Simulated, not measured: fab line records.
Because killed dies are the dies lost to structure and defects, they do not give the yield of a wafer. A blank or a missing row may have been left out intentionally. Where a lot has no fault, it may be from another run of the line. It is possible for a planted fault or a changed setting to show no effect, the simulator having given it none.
Chamber matching / flow nand harc / rie diel-01 running NHARC_A_BLC_DESCUM_15: 4 sister chambers
The step chemistry O2, time 3 s. 30 wafers are shown with their chamber, then 12 later ones without.

== WAFERS PAIRED WITH THEIR CHAMBERS ==
wafer=L076.1; chamber=2; showerhead plenum p Torr (Torr)=2.02; drypump motor current A (A)=6.1; throttle valve pct (%)=11.312
wafer=L076.2; chamber=3; showerhead plenum p Torr (Torr)=1.81; drypump motor current A (A)=5.6; throttle valve pct (%)=11.301
wafer=L076.6; chamber=0; showerhead plenum p Torr (Torr)=1.90; drypump motor current A (A)=5.4; throttle valve pct (%)=11.312
wafer=L077.1; chamber=3; showerhead plenum p Torr (Torr)=1.81; drypump motor current A (A)=5.6; throttle valve pct (%)=11.309
wafer=L077.2; chamber=1; showerhead plenum p Torr (Torr)=2.05; drypump motor current A (A)=6.2; throttle valve pct (%)=11.317
wafer=L077.5; chamber=3; showerhead plenum p Torr (Torr)=1.81; drypump motor current A (A)=5.6; throttle valve pct (%)=11.326
wafer=L079.1; chamber=0; showerhead plenum p Torr (Torr)=1.89; drypump motor current A (A)=5.4; throttle valve pct (%)=11.308
wafer=L079.3; chamber=3; showerhead plenum p Torr (Torr)=1.81; drypump motor current A (A)=5.6; throttle valve pct (%)=11.323
wafer=L079.6; chamber=3; showerhead plenum p Torr (Torr)=1.81; drypump motor current A (A)=5.6; throttle valve pct (%)=11.322
wafer=L078.2; chamber=3; showerhead plenum p Torr (Torr)=1.81; drypump motor current A (A)=5.6; throttle valve pct (%)=11.330
wafer=L078.3; chamber=0; showerhead plenum p Torr (Torr)=1.89; drypump motor current A (A)=5.4; throttle valve pct (%)=11.305
wafer=L078.4; chamber=2; showerhead plenum p Torr (Torr)=2.02; drypump motor current A (A)=6.2; throttle valve pct (%)=11.312
wafer=L081.2; chamber=3; showerhead plenum p Torr (Torr)=1.81; drypump motor current A (A)=5.6; throttle valve pct (%)=11.310
wafer=L081.3; chamber=2; showerhead plenum p Torr (Torr)=2.02; drypump motor current A (A)=6.1; throttle valve pct (%)=11.315
wafer=L081.4; chamber=0; showerhead plenum p Torr (Torr)=1.89; drypump motor current A (A)=5.4; throttle valve pct (%)=11.305
wafer=L083.1; chamber=3; showerhead plenum p Torr (Torr)=1.81; drypump motor current A (A)=5.6; throttle valve pct (%)=11.311
wafer=L083.2; chamber=0; showerhead plenum p Torr (Torr)=1.89; drypump motor current A (A)=5.4; throttle valve pct (%)=11.299
wafer=L083.5; chamber=2; showerhead plenum p Torr (Torr)=2.02; drypump motor current A (A)=6.2; throttle valve pct (%)=11.296
wafer=L086.1; chamber=3; showerhead plenum p Torr (Torr)=1.81; drypump motor current A (A)=5.6; throttle valve pct (%)=11.305
wafer=L086.2; chamber=1; showerhead plenum p Torr (Torr)=2.05; drypump motor current A (A)=6.2; throttle valve pct (%)=11.329
wafer=L086.4; chamber=0; showerhead plenum p Torr (Torr)=1.89; drypump motor current A (A)=5.4; throttle valve pct (%)=11.305
wafer=L088.2; chamber=2; showerhead plenum p Torr (Torr)=2.02; drypump motor current A (A)=6.1; throttle valve pct (%)=11.300
wafer=L088.4; chamber=0; showerhead plenum p Torr (Torr)=1.89; drypump motor current A (A)=5.4; throttle valve pct (%)=11.313
wafer=L088.5; chamber=1; showerhead plenum p Torr (Torr)=2.05; drypump motor current A (A)=6.2; throttle valve pct (%)=11.316
wafer=L089.1; chamber=2; showerhead plenum p Torr (Torr)=2.02; drypump motor current A (A)=6.2; throttle valve pct (%)=11.308
wafer=L089.4; chamber=3; showerhead plenum p Torr (Torr)=1.81; drypump motor current A (A)=5.6; throttle valve pct (%)=11.319
wafer=L089.5; chamber=1; showerhead plenum p Torr (Torr)=2.05; drypump motor current A (A)=6.2; throttle valve pct (%)=11.312
wafer=L090.1; chamber=0; showerhead plenum p Torr (Torr)=1.89; drypump motor current A (A)=5.4; throttle valve pct (%)=11.310
wafer=L090.3; chamber=3; showerhead plenum p Torr (Torr)=1.81; drypump motor current A (A)=5.6; throttle valve pct (%)=11.308
wafer=L090.5; chamber=0; showerhead plenum p Torr (Torr)=1.89; drypump motor current A (A)=5.4; throttle valve pct (%)=11.304

SIGNATURES (averages over the wafers above)
reading=showerhead plenum p Torr; chamber 0=1.8911; chamber 1=2.0500; chamber 2=2.0200; chamber 3=1.8100; scatter within a chamber=0.00185
reading=drypump motor current A; chamber 0=5.400; chamber 1=6.200; chamber 2=6.150; chamber 3=5.600; scatter within a chamber=0.024
reading=throttle valve pct; chamber 0=11.30678; chamber 1=11.31850; chamber 2=11.30717; chamber 3=11.31491; scatter within a chamber=0.00759
Rule: a wafer's distance from a chamber is the root of the sum, over the readings, of the square of ((its reading less the chamber's mean) divided by the reading's scatter). The wafer belongs to the nearest chamber; if the next one is less than 2 further off, it can't be placed. The scatter is the square root of a quotient: the sum, over the shown wafers, of each reading's squared deviation from its chamber's mean, divided by wafers minus chambers.

== WAFERS WITHOUT THEIR CHAMBER ==
wafer=L094.1; showerhead plenum p Torr (Torr)=2.05; drypump motor current A (A)=6.2; throttle valve pct (%)=11.309
wafer=L094.2; showerhead plenum p Torr (Torr)=1.89; drypump motor current A (A)=5.4; throttle valve pct (%)=11.314
wafer=L094.3; showerhead plenum p Torr (Torr)=2.02; drypump motor current A (A)=6.1; throttle valve pct (%)=11.319
wafer=L094.4; showerhead plenum p Torr (Torr)=1.81; drypump motor current A (A)=5.6; throttle valve pct (%)=11.302
wafer=L094.5; showerhead plenum p Torr (Torr)=1.89; drypump motor current A (A)=5.4; throttle valve pct (%)=11.319
wafer=L094.6; showerhead plenum p Torr (Torr)=2.05; drypump motor current A (A)=6.2; throttle valve pct (%)=11.329
wafer=L095.1; showerhead plenum p Torr (Torr)=1.81; drypump motor current A (A)=5.6; throttle valve pct (%)=11.307
wafer=L095.2; showerhead plenum p Torr (Torr)=1.89; drypump motor current A (A)=5.4; throttle valve pct (%)=11.308
wafer=L095.3; showerhead plenum p Torr (Torr)=2.05; drypump motor current A (A)=6.2; throttle valve pct (%)=11.310
wafer=L096.2; showerhead plenum p Torr (Torr)=2.02; drypump motor current A (A)=6.1; throttle valve pct (%)=11.301
wafer=L096.5; showerhead plenum p Torr (Torr)=2.02; drypump motor current A (A)=6.2; throttle valve pct (%)=11.319
wafer=L096.6; showerhead plenum p Torr (Torr)=1.81; drypump motor current A (A)=5.6; throttle valve pct (%)=11.306

== WHICH CHAMBER EACH WENT THROUGH ==
wafer=L094.1; from the rows above=1; in truth=1
wafer=L094.2; from the rows above=0; in truth=0
wafer=L094.3; from the rows above=2; in truth=2
wafer=L094.4; from the rows above=3; in truth=3
wafer=L094.5; from the rows above=0; in truth=0
wafer=L094.6; from the rows above=1; in truth=1
wafer=L095.1; from the rows above=3; in truth=3
wafer=L095.2; from the rows above=0; in truth=0
wafer=L095.3; from the rows above=1; in truth=1
wafer=L096.2; from the rows above=2; in truth=2
wafer=L096.5; from the rows above=2; in truth=2
wafer=L096.6; from the rows above=3; in truth=3
Placed correctly: 12 of 12. Not placeable from these rows: 0. Number placed wrongly: 0.
